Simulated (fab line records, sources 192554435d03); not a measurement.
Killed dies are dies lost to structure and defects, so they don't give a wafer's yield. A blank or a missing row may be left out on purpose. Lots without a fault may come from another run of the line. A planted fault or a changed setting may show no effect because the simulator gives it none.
fab line records | flow n5_finfet
record lots=7 wafers=21 last_day=20
route steps=1938 shown BEOL_M11@1559 BEOL_M15@1830 PASSIVATION@1936
lots that met no fault: from a run of the same line without faults
start_h: hours from the record's first day to the start of the lot's first wafer shown | wait_h: hours since the lot's step before | " the same as in the row above | L1.1+2: a row that stands for several wafers | - no value, or no start given | * or withheld: withheld | < > ~ a bound
route shown NAME@n: a module of which the file shows steps, and the number in the route of the first | usual: mean/standard deviation of fault-free wafers | same: alike in all rows | chamber/n: place in a boat | sites: the reading at each site | _std_site: their standard deviation | _edge_site: outer sites' mean less inner sites' | radius_mm: how far each site lies from the wafer's centre | mask NAME#n: copy n | behind: the tool/chamber that last shaped the wafer | hold: why the lot was held/for how many hours/how that ended | device: the transistor (n, p or np) that didn't switch | end of line: the same wafers' tests at the end of the route | a step without rows: its recipe alone | killed: dies lost to structure and defects at the first sort, not the wafer's yield | map: a wafer's dies, x killed, . not, _ none there
set.NAME: the setting as run; set.NAME@STEP: as run at that earlier step | model.NAME: the simulator's own value behind a step, which no gauge read
steps of the route over a sample of lots; a table a step, a row a wafer
services: from which hour (start_h, from the record's first day; less than 0 if before it) a tool's chamber was out of use, for how many hours, and why
## steps
# step N5_BEOL_M11_CD_MEAS_18
# recipe pitch_nm=140 target_cd_nm=70
# usual cd_nm=69.7/0.87
# columns lot.wafer tool chamber start_h wait_h cd_nm
L474.1 cd_sem-02 - 290.30 0.0 70.4
L474.3 " - " " 70.4
L474.6 " - " " 69.1
L475.1 cd_sem-03 - 305.03 0.0 69.2
L475.4 " - " " 69.9
L475.6 " - " " 68.4
L480.1 cd_sem-03 - 327.49 0.0 69.9
L480.2 " - " " 70.8
L480.5 " - " " 70.5
L481.2 cd_sem-01 - 339.23 0.1 70.1
L481.5 " - " " 68.0
L481.6 " - " " 68.2
L487.3 cd_sem-03 - 377.07 0.1 67.5
L487.5 " - " " 68.3
L487.6 " - " " 68.0
L488.2 cd_sem-01 - 377.35 0.1 69.5
L488.4 " - " " 70.3
L488.6 " - " " 71.1
L496.1 cd_sem-01 - 431.16 0.0 69.0
L496.2 " - " " 68.9
L496.4 " - " " 69.8
# step N5_BEOL_M11_INSPECT_30
# recipe mode=adi inspect_instrument=brightfield
# usual raw_defect_count=385/95
# columns lot.wafer tool chamber start_h wait_h raw_defect_count
L474.1 defect_inspect-01 - 291.25 0.0 307
L474.3 " - " " 322
L474.6 " - " " 354
L475.1 defect_inspect-01 - 305.53 0.0 268
L475.4 " - " " 330
L475.6 " - " " 327
L480.1 defect_inspect-02 - 328.42 0.0 498
L480.2 " - " " 456
L480.5 " - " " 329
L481.2 defect_inspect-01 - 341.24 0.0 567
L481.5 " - " " 397
L481.6 " - " " 562
L488.2 defect_inspect-02 - 378.15 0.0 449
L488.4 " - " " 516
L488.6 " - " " 495
L487.3 defect_inspect-01 - 378.32 0.0 475
L487.5 " - " " 286
L487.6 " - " " 311
L496.1 defect_inspect-02 - 431.69 0.0 412
L496.2 " - " " 402
L496.4 " - " " 501
# step N5_BEOL_M11_TRENCH_ETCH_37
# recipe chemistry=C4F6/O2 target_depth_a=1488.3 target=SiCOH_lowk time_s=48 ion_energy_ev=250 pressure_mtorr=30 source_w=345 bias_w=185 Ar_flow_sccm=300 C4F6_flow_sccm=10 O2_flow_sccm=10
# usual bias_w=185.0/0.55 drypump_motor_current_A=5.7/0.38 oes_product_au=0.82/0.084 rf_fwd_power_W=341.7/1.5 rf_vpp_V=660/13 run_length_s=71.1/0.52 showerhead_plenum_p_Torr=2.85/0.09 throttle_valve_pct=20.81/0.21
# columns lot.wafer tool chamber start_h wait_h bias_w drypump_motor_current_A oes_product_au rf_fwd_power_W rf_hours_counter_h rf_vpp_V run_length_s showerhead_plenum_p_Torr throttle_valve_pct
L474.1 rie_diel-06 0 291.60 - 184.9 6.2 0.78 341.0 121 648 72.2 2.84 20.66
L474.3 " 3 " " 184.8 5.4 0.86 341.9 62 678 71.4 2.77 20.88
L474.6 " 0 " " 185.6 6.3 0.77 343.8 - 649 72.0 2.84 20.68
L475.1 rie_diel-06 3 305.88 - 184.3 5.4 0.85 343.2 66 676 70.9 2.77 20.89
L475.4 " 1 " " 185.1 5.5 1.02 344.4 3 660 70.4 2.89 20.49
L475.6 " 3 " " 185.0 5.4 0.85 341.9 - 677 71.2 2.77 20.90
L480.1 rie_diel-06 2 328.77 - 185.3 5.2 0.82 340.3 67 635 71.3 2.91 20.73
L480.2 " 3 " " 184.7 5.4 0.84 342.4 73 676 70.9 2.77 20.89
L480.5 " 0 " " 185.2 6.2 0.76 341.9 - 647 72.1 2.83 20.70
L481.2 rie_diel-06 2 341.80 - 184.6 5.2 0.82 341.4 71 634 71.2 2.91 20.73
L481.5 " 2 " " 185.4 5.2 0.82 342.3 - 635 71.3 2.91 20.73
L481.6 " 3 " " 185.3 5.4 0.83 343.1 - 678 71.0 2.77 20.91
L488.2 rie_diel-06 1 378.52 - 185.1 5.4 0.96 342.3 23 658 70.9 2.88 20.50
L488.4 " 0 " " 185.0 6.2 0.75 341.4 147 647 71.9 2.83 20.72
L488.6 " 0 " " 185.5 6.2 0.75 341.5 - 648 71.5 2.83 20.72
L487.3 rie_diel-06 2 378.98 - 185.0 5.2 0.81 341.6 81 636 71.5 2.90 20.74
L487.5 " 3 " " 185.6 5.4 0.81 342.6 - 677 85.1 2.76 20.93
L487.6 " 0 " " 184.9 6.3 0.75 343.1 - 650 72.1 2.83 20.74
L496.1 rie_diel-02 0 432.39 - 184.5 5.8 0.86 340.1 59 651 70.6 2.81 21.11
L496.2 " 2 " " 185.5 5.7 0.71 339.7 215 652 71.0 2.62 21.16
L496.4 " 3 " " 184.5 5.8 0.68 344.4 249 679 70.3 2.89 20.91
# step N5_BEOL_M11_OCD_MEAS_38
# usual trench_depth_nm=151/3.4
# columns lot.wafer tool chamber start_h wait_h trench_depth_nm
L474.1 ocd-01 - 291.78 - 151
L474.3 " - " " 151
L474.6 " - " " 150
L475.1 ocd-01 - 306.06 - 151
L475.4 " - " " 155
L475.6 " - " " 151
L480.1 ocd-02 - 328.95 - 146
L480.2 " - " " 149
L480.5 " - " " 150
L481.2 ocd-02 - 341.99 - 147
L481.5 " - " " 148
L481.6 " - " " 149
L488.2 ocd-01 - 378.70 - 155
L488.4 " - " " 151
L488.6 " - " " 150
L487.3 ocd-01 - 379.17 - 149
L487.5 " - " " 192
L487.6 " - " " 151
L496.1 ocd-01 - 432.57 - 151
L496.2 " - " " 147
L496.4 " - " " 148
# step N5_BEOL_M11_PRE_CLEAN_45
# recipe gas=H2/He time_s=30 temp_c=250
# usual heater_power_w=324/26
# columns lot.wafer tool chamber start_h wait_h heater_power_w
L474.1 pvd_sputter-03 - 292.33 0.0 322
L474.3 " - " " 292
L474.6 " - " " 318
L475.1 pvd_sputter-01 - 307.98 0.0 332
L475.4 " - " " 321
L475.6 " - " " 334
L480.1 pvd_sputter-03 - 329.92 0.0 292
L480.2 " - " " 315
L480.5 " - " " 302
L481.2 pvd_sputter-03 - 343.00 0.0 329
L481.5 " - " " 319
L481.6 " - " " 335
L488.2 pvd_sputter-02 - 379.34 0.0 388
L488.4 " - " " 314
L488.6 " - " " 376
L487.3 pvd_sputter-03 - 380.66 0.0 325
L487.5 " - " " 303
L487.6 " - " " 299
L496.1 pvd_sputter-01 - 433.36 0.0 341
L496.2 " - " " 336
L496.4 " - " " 320
# step N5_BEOL_M11_THK_MEAS_53
# recipe thk_meas_gauge=xrf reads=Cu_of_BEOL_M11_ECD_50
# usual M11_THK=145/3.9
# columns lot.wafer tool chamber start_h wait_h M11_THK[nm]
L474.1 film_metro-02 - 293.77 - 145
L474.3 " - " " 145
L474.6 " - " " 145
L475.1 film_metro-01 - 309.47 - 148
L475.4 " - " " 151
L475.6 " - " " 146
L480.1 film_metro-01 - 331.68 - 139
L480.2 " - " " 143
L480.5 " - " " 141
L481.2 film_metro-01 - 345.54 - 134
L481.5 " - " " 141
L481.6 " - " " 137
L488.2 film_metro-01 - 381.52 - 150
L488.4 " - " " 145
L488.6 " - " " 143
L487.3 film_metro-02 - 382.41 - 142
L487.5 " - " " 187
L487.6 " - " " 144
L496.1 film_metro-01 - 436.35 - 145
L496.2 " - " " 144
L496.4 " - " " 144
# step N5_BEOL_M11_RS_MEAS_57
# recipe thk_meas_gauge=four-point-probe reads=Cu_of_BEOL_M11_ECD_50+Co_of_BEOL_M11_CVD_75+TaN_of_BEOL_M11_ALD_74
# usual M11_RS=0.148/0.0041
# columns lot.wafer tool chamber start_h wait_h M11_RS[ohm/sq]
L474.1 film_metro-01 - 293.90 0.0 0.150
L474.3 " - " " 0.150
L474.6 " - " " 0.150
L475.1 film_metro-01 - 309.62 0.1 0.144
L475.4 " - " " 0.140
L475.6 " - " " 0.145
L480.1 film_metro-02 - 331.81 0.0 0.155
L480.2 " - " " 0.151
L480.5 " - " " 0.153
L481.2 film_metro-02 - 345.67 0.0 0.161
L481.5 " - " " 0.153
L481.6 " - " " 0.156
L488.2 film_metro-01 - 381.68 0.1 0.145
L488.4 " - " " 0.150
L488.6 " - " " 0.152
L487.3 film_metro-01 - 382.53 0.0 0.152
L487.5 " - " " 0.112
L487.6 " - " " 0.149
L496.1 film_metro-01 - 436.47 0.0 0.148
L496.2 " - " " 0.150
L496.4 " - " " 0.150
# step N5_BEOL_M15_RC_MEAS_101
# usual etest_temp_c=25.00/0.11 COMB_M10=1.49e-11/2.8e-12 COMB_M12=6.1e-12/1.2e-12 COMB_M13=4.8e-12/1e-12 COMB_M14=3.3e-12/8.1e-13 COMB_M15=2.3e-12/6e-13 COMB_M5=3.5e-11/6.3e-12 COMB_M6=2.6e-11/5.3e-12 COMB_M7=2.6e-11/5.1e-12 COMB_M7_max_site=3.8e-11/7.9e-12 COMB_M8=2.6e-11/5.6e-12 COMB_M9=1.38e-11/2.8e-12 SERP_M10=3.07/0.099 SERP_M11=3.02/0.1 SERP_M11_max_site=3.11/0.11 SERP_M12=0.632/0.018 SERP_M13=0.310/0.0077 SERP_M14=0.163/0.0062 SERP_M5=38.1/2 SERP_M5_max_site=39.6/2.2 SERP_M6=13.9/0.69 SERP_M7=13.7/0.67 SERP_M8=13.6/0.64 SERP_M9=2.98/0.1
# columns lot.wafer tool chamber start_h wait_h etest_temp_c COMB_M10[S/m] COMB_M12[S/m] COMB_M13[S/m] COMB_M14[S/m] COMB_M15[S/m] COMB_M5[S/m] COMB_M6[S/m] COMB_M7[S/m] COMB_M7_max_site[S/m] COMB_M8[S/m] COMB_M9[S/m] SERP_M10[ohm/um] SERP_M11[ohm/um] SERP_M11_max_site[ohm/um] SERP_M12[ohm/um] SERP_M13[ohm/um] SERP_M14[ohm/um] SERP_M5[ohm/um] SERP_M5_max_site[ohm/um] SERP_M6[ohm/um] SERP_M7[ohm/um] SERP_M8[ohm/um] SERP_M9[ohm/um]
L474.1 prober-02 0 318.95 0.0 24.86 1.53e-11 6.2e-12 4.6e-12 2.7e-12 2.5e-12 3.9e-11 2.5e-11 3.3e-11 4.3e-11 2.9e-11 1.3e-11 3.10 3.05 3.17 0.617 0.304 0.163 38.3 39.5 14.3 14.2 13.1 2.94
L474.3 " 0 " " 24.96 1.47e-11 5.9e-12 3.7e-12 3.9e-12 2e-12 3e-11 1.8e-11 2.8e-11 4e-11 3.3e-11 1.14e-11 3.07 3.02 3.05 0.646 0.310 0.162 38.7 39.8 15.5 13.0 14.4 3.02
L474.6 " 0 " " 24.95 2.28e-11 5.8e-12 4.6e-12 4.2e-12 2.5e-12 3.7e-11 2.1e-11 3e-11 5.6e-11 3.4e-11 1.12e-11 2.88 3.15 3.26 0.634 0.311 0.160 38.4 39.6 13.8 12.8 14.2 2.90
L475.1 prober-02 0 337.26 0.0 24.93 1.64e-11 7.1e-12 3.7e-12 4.1e-12 3.7e-12 3.9e-11 2.9e-11 1.9e-11 2.2e-11 2.7e-11 1.62e-11 2.98 2.97 3.08 0.626 0.313 0.167 38.0 38.9 13.3 14.5 13.8 2.93
L475.4 " 0 " " 25.09 1.34e-11 5.7e-12 5.3e-12 2.3e-12 2.4e-12 3.1e-11 2.6e-11 1.8e-11 2.9e-11 2.8e-11 1.44e-11 3.14 2.87 2.92 0.636 0.313 0.166 40.9 41.6 13.0 14.1 14.2 3.00
L475.6 " 0 " " 24.91 2.39e-11 5.3e-12 5.1e-12 3e-12 2.2e-12 4.1e-11 2.4e-11 2.6e-11 3.5e-11 2.7e-11 1.49e-11 2.85 2.96 3.24 0.660 0.314 0.166 37.6 39.4 13.7 14.4 13.5 2.90
L480.1 prober-02 0 354.52 0.0 25.07 1.58e-11 3e-12 4.7e-12 2.3e-12 1.5e-12 3.4e-11 2.8e-11 1.8e-11 2.5e-11 3.3e-11 1.32e-11 3.06 3.17 3.31 0.637 0.308 0.158 39.2 40.8 14.0 14.2 13.7 3.16
L480.2 " 0 " " 25.07 2.16e-11 4e-12 2.7e-12 3.2e-12 1.5e-12 4.5e-11 3.3e-11 3.1e-11 5.2e-11 3.9e-11 1.66e-11 3.32 3.00 3.09 0.653 0.300 0.168 38.7 40.2 14.2 14.4 13.2 2.92
L480.5 " 0 " " 25.18 1.52e-11 7.5e-12 3.7e-12 2.9e-12 1.8e-12 4e-11 3.2e-11 2.7e-11 3.9e-11 2.9e-11 1.78e-11 3.13 3.06 3.11 0.630 0.315 0.156 38.8 40.4 14.0 15.4 13.2 3.09
L481.2 prober-01 0 372.79 0.2 25.05 1.61e-11 4.9e-12 3.5e-12 2.7e-12 2.6e-12 3.7e-11 2.1e-11 2.2e-11 2.8e-11 2.1e-11 1.61e-11 3.05 3.25 3.34 0.639 0.303 0.168 34.5 35.2 13.3 13.1 13.0 2.87
L481.5 " 0 " " 25.13 1.26e-11 6e-12 4.1e-12 4.1e-12 2.2e-12 2.9e-11 2.7e-11 2.2e-11 2.7e-11 2.5e-11 1.9e-11 2.90 3.22 3.30 0.633 0.310 0.170 37.6 39.7 13.8 13.0 13.9 2.92
L481.6 " 0 " " 25.13 1.24e-11 6.3e-12 2.8e-12 4e-12 2.3e-12 3.2e-11 3.4e-11 2.6e-11 3.4e-11 2.7e-11 1.14e-11 3.08 3.25 3.33 0.625 0.321 0.158 37.7 38.2 13.8 12.9 13.4 2.95
L488.2 prober-02 0 407.08 0.2 25.02 1.26e-11 7e-12 4.7e-12 4.9e-12 1.9e-12 5.2e-11 3e-11 1.7e-11 2.8e-11 2.4e-11 1.61e-11 3.01 3.03 3.09 0.632 0.298 0.163 38.7 39.7 14.5 13.8 13.9 3.04
L488.4 " 0 " " 24.99 1.27e-11 8.3e-12 4.2e-12 3e-12 1.7e-12 4.8e-11 2.4e-11 3e-11 3.9e-11 2.2e-11 1.31e-11 3.06 3.00 3.10 0.634 0.300 0.168 39.9 40.3 14.4 14.8 13.2 2.94
L488.6 " 0 " " 25.00 1.15e-11 6.2e-12 5e-12 4.1e-12 2.1e-12 3.7e-11 2.5e-11 2.1e-11 2.4e-11 2.4e-11 1.53e-11 2.97 3.05 3.11 0.618 0.318 0.166 39.1 39.9 15.2 15.2 14.3 3.05
L487.3 prober-01 0 411.16 0.3 24.99 1.52e-11 6.1e-12 5.1e-12 4.7e-12 2.9e-12 3e-11 2.6e-11 3.3e-11 4.7e-11 2.2e-11 1.27e-11 2.86 3.28 3.32 0.630 0.314 0.168 34.0 35.9 13.2 14.3 13.4 2.83
L487.5 " 0 " " 24.82 1.34e-11 7.6e-12 5e-12 3.9e-12 2.7e-12 3.7e-11 2.6e-11 2.4e-11 4.3e-11 2.6e-11 1e-11 2.92 2.37 2.47 0.605 0.319 0.155 37.4 38.2 15.3 14.1 13.0 2.93
L487.6 " 0 " " 25.00 1.56e-11 5.4e-12 4.8e-12 4.2e-12 2.6e-12 3.1e-11 2.6e-11 3.7e-11 5.5e-11 2.2e-11 1.34e-11 3.09 3.18 3.22 0.635 0.306 0.167 38.2 39.4 14.1 14.0 13.0 2.79
L496.1 prober-01 0 461.26 0.0 25.11 1.78e-11 5.8e-12 5e-12 3.6e-12 2e-12 3.9e-11 2.3e-11 2.5e-11 3.8e-11 3.5e-11 9e-12 3.06 3.07 3.28 0.604 0.313 0.158 37.8 38.1 13.8 12.9 13.7 3.01
L496.2 " 0 " " 24.99 1.31e-11 7.3e-12 6.9e-12 3.1e-12 2.4e-12 3.7e-11 1.7e-11 3.4e-11 5.4e-11 3.1e-11 1.53e-11 3.01 3.14 3.27 0.617 0.312 0.161 37.0 41.0 14.3 13.2 14.5 2.93
L496.4 " 0 " " 25.10 1.15e-11 5.8e-12 4.9e-12 3.2e-12 2.3e-12 4.3e-11 2.3e-11 3.1e-11 3.8e-11 2.2e-11 1.51e-11 3.10 3.04 3.15 0.632 0.321 0.175 37.8 38.2 13.5 13.1 13.1 2.84
# sites SERP_M11 radius_mm=0,75,75,75,75,140,140,140,140
L474.1 3.17 3.05 3.14 3.10 3.07 2.94 2.94 3.02 2.91
L475.1 2.95 2.97 2.92 2.94 3.00 3.04 2.93 2.97 3.08
L480.1 3.31 3.21 3.22 3.17 3.17 2.98 2.97 3.02 2.96
L481.2 3.33 3.28 3.30 3.34 3.25 3.20 3.18 3.21 3.15
L488.2 3.03 3.03 3.06 3.03 3.09 2.99 3.00 2.94 2.97
L487.3 3.27 3.32 3.28 3.28 3.29 3.28 3.24 3.26 3.21
L496.1 2.97 3.02 3.03 3.01 3.07 3.08 3.28 3.18 3.14
# step N5_PASSIVATION_PROBE_49
# usual defect_limited_yield=91.4/1.4 killed_at_M0_to_M3=34/9.1 killed_at_M4_up=14/5.2 killed_at_contacts=12/6.4 killed_at_front_end=38/11 killed_at_other=3.7/2.8 killed_dies=102/17 killed_open=68/13 killed_short=32/7.8 sort_bin_5_function=5.1/1 sort_bin_6_memory=3.2/0.66 sort_n_pass=1076/19 sort_yield_pct=91.2/1.6
# same gross_dies=1180 killed_at_back_side=0 sort_bin_4_leakage[%]=0 sort_bin_8_speed[%]=0
# columns lot.wafer tool chamber start_h wait_h defect_limited_yield[%] killed_at_M0_to_M3 killed_at_M4_up killed_at_contacts killed_at_front_end killed_at_other killed_dies killed_open killed_short sort_bin_5_function[%] sort_bin_6_memory[%] sort_n_pass sort_yield_pct[%]
L474.1 prober-01 - 335.50 0.0 90.6 36 11 10 49 5 111 65 46 4.5 4.7 1069 90.6
L474.3 prober-01 - 335.60 0.1 90.1 40 16 15 41 5 117 78 38 5.7 3.8 1063 90.1
L474.6 prober-01 - 335.75 0.3 90.4 45 24 4 40 0 113 85 28 5.8 3.4 1067 90.4
L475.1 prober-01 - 350.21 0.0 92.1 36 11 8 36 2 93 46 44 5.0 2.7 1087 92.1
L475.4 prober-01 - 350.36 0.2 92.1 32 8 11 39 3 93 55 37 5.4 2.1 1087 92.1
L475.6 prober-01 - 350.46 0.3 94.1 26 5 5 31 3 70 42 25 3.6 2.2 1110 94.1
L480.1 prober-02 - 369.52 0.0 93.0 31 12 12 28 0 83 56 24 3.2 3.7 1097 93.0
L480.2 prober-02 - 369.57 0.1 92.0 25 20 6 42 1 94 66 25 5.2 2.6 1086 92.0
L480.5 prober-02 - 369.72 0.2 93.9 32 10 11 19 0 72 54 17 3.7 2.3 1108 93.9
L481.2 prober-02 - 392.30 0.1 87.8 33 24 40 43 4 144 102 42 8.3 3.6 1036 87.8
L481.5 prober-02 - 392.45 0.2 91.6 42 11 10 32 4 99 67 28 4.8 3.1 1081 91.6
L481.6 prober-02 - 392.50 0.3 91.5 19 22 20 37 2 100 70 30 5.8 2.6 1080 91.5
L488.2 prober-02 - 422.47 0.1 91.4 28 11 20 40 2 101 70 30 5.3 2.8 1079 91.4
L488.4 prober-02 - 422.57 0.2 93.9 18 8 25 18 3 72 49 22 3.7 2.3 1108 93.9
L488.6 prober-02 - 422.67 0.3 90.4 33 13 21 43 3 113 78 32 6.6 2.7 1067 90.4
L487.3 prober-01 - 426.42 0.1 91.1 26 21 3 53 2 105 65 37 5.2 3.3 1075 91.1
L487.5 prober-01 - 426.52 0.2 91.9 34 9 15 31 6 95 62 32 5.5 2.5 1085 91.9
L487.6 prober-01 - 426.57 0.3 91.4 20 15 5 51 10 101 60 39 4.7 3.2 1079 91.4
L496.1 prober-01 - 477.15 0.0 92.5 28 9 14 31 7 89 68 21 4.2 3.1 1091 92.5
L496.2 prober-01 - 477.20 0.1 91.9 38 13 20 17 7 95 66 29 5.7 2.3 1085 91.9
L496.4 prober-01 - 477.30 0.2 93.2 35 9 9 26 1 80 54 26 4.3 2.3 1100 93.2
# killed by level:class
L474.1 BEOL_M3:geometric_particle:open=10 GATE_CUT:geometric_particle:short=9 FIN_SAQP:geometric_particle:open=8 FIN_SAQP:geometric_particle:short=8 BEOL_M0_SAQP:geometric_particle:short=8 BEOL_M0_SAQP:geometric_particle:open=8 MOL_CONTACT_COAG:geometric_particle:open=7 DUMMY_GATE:geometric_particle:open=6
L474.3 MOL_CONTACT_COAG:geometric_particle:open=13 BEOL_M0_SAQP:geometric_particle:short=11 BEOL_M2:geometric_particle:open=11 DUMMY_GATE:geometric_particle:open=10 FIN_SAQP:geometric_particle:open=6 GATE_CUT:geometric_particle:short=6 BEOL_M3:geometric_particle:open=6 BEOL_M0_SAQP:geometric_particle:open=5
L474.6 BEOL_M0_SAQP:geometric_particle:open=14 STI_FIN_REVEAL:geometric_particle:open=13 BEOL_M4:geometric_particle:open=11 BEOL_M2:geometric_particle:open=10 DUMMY_GATE:geometric_particle:open=8 BEOL_M0_SAQP:geometric_particle:short=8 BEOL_M3:geometric_particle:open=8 FIN_SAQP:geometric_particle:open=5
L475.1 BEOL_M0_SAQP:geometric_particle:short=11 MOL_CONTACT_COAG:geometric_particle:open=7 BEOL_M1:geometric_particle:open=7 BEOL_M1:geometric_particle:short=6 BEOL_M2:geometric_particle:open=6 FIN_SAQP:geometric_particle:short=5 GATE_CUT:geometric_particle:short=5 FIN_SAQP:geometric_particle:open=4
L475.4 BEOL_M1:geometric_particle:open=13 GATE_CUT:geometric_particle:short=11 FIN_SAQP:geometric_particle:open=9 FIN_SAQP:geometric_particle:short=9 MOL_CONTACT_COAG:geometric_particle:open=8 BEOL_M0_SAQP:geometric_particle:short=7 BEOL_M0_SAQP:geometric_particle:open=6 GATE_CUT:geometric_particle:open=4
L475.6 GATE_CUT:geometric_particle:short=8 BEOL_M0_SAQP:geometric_particle:open=6 FIN_SAQP:geometric_particle:short=5 BEOL_M0_SAQP:geometric_particle:short=5 STI_FIN_REVEAL:geometric_particle:open=4 MOL_CONTACT_COAG:geometric_particle:open=4 BEOL_M1:geometric_particle:open=4 BEOL_M2:geometric_particle:open=4
L480.1 MOL_CONTACT_COAG:geometric_particle:open=11 STI_FIN_REVEAL:geometric_particle:open=8 BEOL_M3:geometric_particle:open=8 BEOL_M2:geometric_particle:open=7 BEOL_M0_SAQP:geometric_particle:short=5 BEOL_M1:geometric_particle:short=4 BEOL_M4:geometric_particle:open=4 SPACER0:geometric_particle:short=3
L480.2 STI_FIN_REVEAL:geometric_particle:open=18 FIN_SAQP:geometric_particle:short=7 BEOL_M5:geometric_particle:open=7 BEOL_M0_SAQP:geometric_particle:open=6 BEOL_M2:geometric_particle:open=5 GATE_CUT:geometric_particle:short=5 DUMMY_GATE:geometric_particle:open=5 MOL_CONTACT_COAG:geometric_particle:open=5
L480.5 BEOL_M0_SAQP:geometric_particle:open=11 MOL_CONTACT_COAG:geometric_particle:open=10 BEOL_M0_SAQP:geometric_particle:short=8 STI_FIN_REVEAL:geometric_particle:open=6 BEOL_M2:geometric_particle:open=6 BEOL_M5:geometric_particle:open=5 BEOL_M3:geometric_particle:open=4 BEOL_M6:geometric_particle:open=3
L481.2 MOL_CONTACT_COAG:geometric_particle:open=34 FIN_SAQP:geometric_particle:open=15 BEOL_M4:geometric_particle:open=14 BEOL_M0_SAQP:geometric_particle:open=8 GATE_CUT:geometric_particle:short=7 BEOL_M3:geometric_particle:open=7 FIN_SAQP:geometric_particle:short=6 BEOL_M0_SAQP:geometric_particle:short=6
L481.5 BEOL_M2:geometric_particle:open=13 BEOL_M3:geometric_particle:open=11 MOL_CONTACT_COAG:geometric_particle:open=8 DUMMY_GATE:geometric_particle:open=7 BEOL_M0_SAQP:geometric_particle:short=6 BEOL_M4:geometric_particle:open=5 GATE_CUT:geometric_particle:short=4 BEOL_M0_SAQP:geometric_particle:open=4
L481.6 FIN_SAQP:geometric_particle:open=17 MOL_CONTACT_COAG:geometric_particle:open=14 BEOL_M4:geometric_particle:open=10 MOL_CONTACT_COAG:geometric_particle:short=6 BEOL_M3:geometric_particle:open=6 GATE_CUT:geometric_particle:short=4 FIN_SAQP:geometric_particle:short=3 DUMMY_GATE:geometric_particle:open=3
L488.2 MOL_CONTACT_COAG:geometric_particle:open=17 STI_FIN_REVEAL:geometric_particle:open=14 BEOL_M1:geometric_particle:short=7 BEOL_M2:geometric_particle:open=6 BEOL_M4:geometric_particle:open=6 DUMMY_GATE:geometric_particle:open=5 BEOL_M0_SAQP:geometric_particle:short=4 STARTING-WAFER:geometric_particle:open=4
L488.4 MOL_CONTACT_COAG:geometric_particle:open=18 STI_FIN_REVEAL:geometric_particle:open=7 MOL_CONTACT_COAG:geometric_particle:short=7 BEOL_M0_SAQP:geometric_particle:open=6 BEOL_M1:geometric_particle:open=3 BEOL_M3:geometric_particle:short=3 SPACER0:geometric_particle:short=2 ILD0:geometric_particle:short=2
L488.6 STI_FIN_REVEAL:geometric_particle:open=21 MOL_CONTACT_COAG:geometric_particle:open=18 BEOL_M0_SAQP:geometric_particle:short=11 BEOL_M2:geometric_particle:open=6 BEOL_M0_SAQP:geometric_particle:open=5 FIN_SAQP:geometric_particle:open=3 STI_FIN_REVEAL:geometric_particle:short=3 DUMMY_GATE:geometric_particle:open=3
L487.3 FIN_SAQP:geometric_particle:open=12 FIN_SAQP:geometric_particle:short=11 STI_FIN_REVEAL:geometric_particle:open=9 BEOL_M4:geometric_particle:open=7 BEOL_M0_SAQP:geometric_particle:short=7 BEOL_M0_SAQP:geometric_particle:open=7 STI_FIN_REVEAL:geometric_particle:short=5 STARTING-WAFER:geometric_particle:open=5
L487.5 BEOL_M0_SAQP:geometric_particle:short=11 BEOL_M0_SAQP:geometric_particle:open=11 FIN_SAQP:geometric_particle:short=9 MOL_CONTACT_COAG:geometric_particle:open=9 FIN_SAQP:geometric_particle:open=8 STI_FIN_REVEAL:geometric_particle:open=6 MOL_CONTACT_COAG:geometric_particle:short=6 BEOL_M8:geometric_particle:open=4
L487.6 FIN_SAQP:geometric_particle:open=17 FIN_SAQP:geometric_particle:short=16 BEOL_M0_SAQP:geometric_particle:short=6 GATE_CUT:geometric_particle:short=5 MOL_CONTACT_COAG:geometric_particle:open=5 BEOL_M4:geometric_particle:open=5 BEOL_M1:geometric_particle:open=4 BEOL_M8:geometric_particle:open=3
L496.1 MOL_CONTACT_COAG:geometric_particle:open=12 FIN_SAQP:geometric_particle:open=9 BEOL_M3:geometric_particle:open=8 FIN_SAQP:geometric_particle:short=6 BEOL_M2:geometric_particle:open=6 STARTING-WAFER:geometric_particle:open=5 BEOL_M0_SAQP:geometric_particle:open=4 BEOL_M1:geometric_particle:open=4
L496.2 MOL_CONTACT_COAG:geometric_particle:open=17 BEOL_M0_SAQP:geometric_particle:short=10 BEOL_M0_SAQP:geometric_particle:open=10 BEOL_M3:geometric_particle:open=9 BEOL_M4:geometric_particle:open=5 FIN_SAQP:geometric_particle:short=3 FIN_SAQP:geometric_particle:open=3 STI_FIN_REVEAL:geometric_particle:open=3
L496.4 BEOL_M0_SAQP:geometric_particle:open=9 FIN_SAQP:geometric_particle:short=8 FIN_SAQP:geometric_particle:open=7 MOL_CONTACT_COAG:geometric_particle:open=7 BEOL_M3:geometric_particle:open=7 STI_FIN_REVEAL:geometric_particle:open=6 BEOL_M0_SAQP:geometric_particle:short=6 BEOL_M2:geometric_particle:open=3
## services
# columns tool chamber start_h hours kind
rie_diel-06 1 270.24 - clean
rie_diel-06 1 270.24 - consumable_replace:focus_ring
rie_diel-06 1 270.24 24.8 scheduled_down
rie_diel-06 1 270.24 24.8 vent_cycle
rie_diel-02 0 384.42 8.9 repair
rie_diel-02 1 402.36 6.6 repair
rie_diel-02 2 408.53 8.2 repair
rie_diel-06 - 416.45 15.6 pm
pvd_sputter-03 - 423.06 8.9 repair
## key
first_sign step=N5_BEOL_M11_TRENCH_ETCH_37 reading=run_length_s direction=up sigmas=27 usual=* struck=*
effect step=N5_BEOL_M11_OCD_MEAS_38 reading=trench_depth_nm direction=up sigmas=12 usual=151 struck=192
effect step=N5_BEOL_M11_THK_MEAS_53 reading=M11_THK direction=up sigmas=11 usual=145 struck=187
effect step=N5_BEOL_M11_RS_MEAS_57 reading=M11_RS direction=down sigmas=8.7 usual=0.148 struck=0.112
effect step=N5_BEOL_M15_RC_MEAS_101 reading=SERP_M11 direction=down sigmas=6.2 usual=3.02 struck=2.37
met_at N5_BEOL_M11_TRENCH_ETCH_37
struck_lots L487
struck_wafers L487.5
not_acting_at N5_BEOL_M11_CD_MEAS_18,N5_BEOL_M11_INSPECT_30,N5_BEOL_M11_PRE_CLEAN_45
onset_between 341.80 378.98
fault kind=process_parameter_drift tool=rie_diel-06 chamber=3 onset_h=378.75 steps=N5_BEOL_M11_TRENCH_ETCH_37 channel=time_s offset=* shape=step end_h=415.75 acts_in=* stated=*
